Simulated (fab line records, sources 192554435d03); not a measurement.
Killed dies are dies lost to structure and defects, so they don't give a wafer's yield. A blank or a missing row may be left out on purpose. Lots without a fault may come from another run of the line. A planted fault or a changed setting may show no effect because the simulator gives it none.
Chamber matching | flow n5_finfet | N5_SD_EPI_P_ETCHBACK_46 on rie_diel-01: 4 sister chambers
The step etches SiNx in CH3F/O2, stops on SiO2, target depth 17.5 nm. 8 wafers are shown with their chamber, then 12 later ones without.

WAFERS WITH THEIR CHAMBER
wafer  | chamber | showerhead_plenum_p_Torr (Torr) | drypump_motor_current_A (A)
L083.5 | 0       | 1.99                            | 4.9
L085.1 | 2       | 1.93                            | 5.2
L085.3 | 3       | 2.10                            | 5.6
L086.2 | 2       | 1.93                            | 5.2
L086.5 | 1       | 1.96                            | 5.8
L088.2 | 1       | 1.96                            | 5.7
L088.5 | 0       | 1.98                            | 4.9
L088.6 | 3       | 2.10                            | 5.6

WAFERS WITHOUT THEIR CHAMBER
wafer  | showerhead_plenum_p_Torr (Torr) | drypump_motor_current_A (A)
L089.1 | 1.96                            | 5.8
L089.4 | 2.10                            | 5.6
L089.6 | 1.93                            | 5.2
L091.2 | 1.98                            | 5.0
L091.5 | 1.98                            | 4.9
L091.6 | 1.96                            | 5.8
L092.4 | 1.96                            | 5.7
L092.5 | 1.95                            | 5.8
L092.6 | 1.93                            | 5.2
L097.2 | 1.95                            | 5.7
L097.3 | 1.93                            | 5.2
L097.5 | 1.95                            | 5.7

WHICH CHAMBER EACH WENT THROUGH
wafer  | from the rows above | in truth
L089.1 | 1                   | 1
L089.4 | 3                   | 3
L089.6 | 2                   | 2
L091.2 | 0                   | 0
L091.5 | 0                   | 0
L091.6 | 1                   | 1
L092.4 | 1                   | 1
L092.5 | 1                   | 1
L092.6 | 2                   | 2
L097.2 | 1                   | 1
L097.3 | 2                   | 2
L097.5 | 1                   | 1
Placed correctly: 12 of 12. Can't be placed from these rows: 0. Placed wrongly: 0.
How it was worked out, from the rows above alone: a wafer's distance from a chamber is the root of the sum, over the readings, of the square of ((its reading less the chamber's mean) divided by the reading's scatter). The wafer belongs to the nearest chamber; if the next one is less than 2 further off, it can't be placed. A chamber's mean is the mean of its shown wafers. The scatter: the root of (the sum of the squares of (reading less its chamber's mean) over the shown wafers, divided by (wafers less chambers)).
